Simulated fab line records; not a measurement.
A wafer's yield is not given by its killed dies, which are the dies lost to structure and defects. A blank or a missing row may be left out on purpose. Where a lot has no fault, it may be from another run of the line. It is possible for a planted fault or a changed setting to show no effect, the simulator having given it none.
The tool behind it: which one? -- flow nand-harc -- Sampling: 6 lots, 17 wafers, 5 of 1302 route steps

== WHAT THE GAUGES READ, wafer by wafer ==
NHARC_END_SORT_01.
lot,measured,on,killed-at-array
L523,day 30 21:44,prober-01,67 505 64

== TOOL THAT RAN EACH LOT (tool first, then ch and the chambers of the sampled wafers, then the start) ==
lot,NHARC_A_STAIRCASE_DESCUM_168,NHARC_A_STAIRCASE_TRIM_12,NHARC_A_STAIRCASE_ETCH_19,NHARC_A_STAIRCASE_ETCH_23
L512,"rie-diel-03 ch 0,1, day 17 11:18","rie-diel-04 ch 1,2, day 17 13:08","rie-diel-04 ch 1,2,3, day 17 14:08","rie-diel-04 ch 1,3, no start"
L515,"rie-diel-03 ch 1,2, day 18 05:42","rie-diel-03 ch 0,2,3, day 18 07:58","rie-diel-03 ch 0,1,3, day 18 08:53","rie-diel-03 ch 2,3, no start"
L520,"rie-diel-11 ch 1,2, day 20 09:32","rie-diel-04 ch 0,2, day 20 11:31","rie-diel-04 ch 1,3, day 20 15:22","rie-diel-11 ch 1, no start"
L523,"rie-diel-04 ch 0,2, day 21 13:13","rie-diel-04 ch 1,2,3, day 21 15:01","rie-diel-04 ch 0,1, day 21 15:50","rie-diel-04 ch 0,2,3, day 30 21:44 or earlier"
L530,"rie-diel-04 ch 1,2,3, day 24 08:45","rie-diel-04 ch 0,1,2, day 24 10:41","rie-diel-04 ch 1,2,3, day 24 11:32","rie-diel-11 ch 0,1,3, no start"
L531,"rie-diel-04 ch 1,2,3, day 24 17:41","rie-diel-04 ch 0,1,2, day 24 19:29","rie-diel-04 ch 0,2,3, day 24 20:19","rie-diel-04 ch 1,2,3, no start"
- NHARC_A_STAIRCASE_DESCUM_168: chemistry O2, time 3 s.
- NHARC_A_STAIRCASE_TRIM_12: chemistry O2, time 211.2 s.
- NHARC_A_STAIRCASE_ETCH_19: etches the open film in C4F8/O2, target depth 100 nm, time 40.5 s.
- NHARC_A_STAIRCASE_ETCH_23: etches the open film in C4F8/O2, target depth 100 nm, time 40.5 s.

== THE ANSWER, worked out from the rows above alone ==
Rule: the usual values come from the lots themselves. Put in order of their means at a reading, lots are off if they are a third of the lots or fewer, leave a main group of 4 or more, and stand apart from it by a gap of 3 or more times the standard deviation of the main group's means; of several such gaps the widest counts. Not used: any main group whose means are identical at the precision the tables above print for the reading. A lot without any number at a reading at which 4 lots or more have one is off too. Any other lot the step has rows for is counted as sound.
Across all readings shown, no lot is off: no conclusion can be drawn from this.

== WHAT THE SIMULATOR HAD PUT IN ==
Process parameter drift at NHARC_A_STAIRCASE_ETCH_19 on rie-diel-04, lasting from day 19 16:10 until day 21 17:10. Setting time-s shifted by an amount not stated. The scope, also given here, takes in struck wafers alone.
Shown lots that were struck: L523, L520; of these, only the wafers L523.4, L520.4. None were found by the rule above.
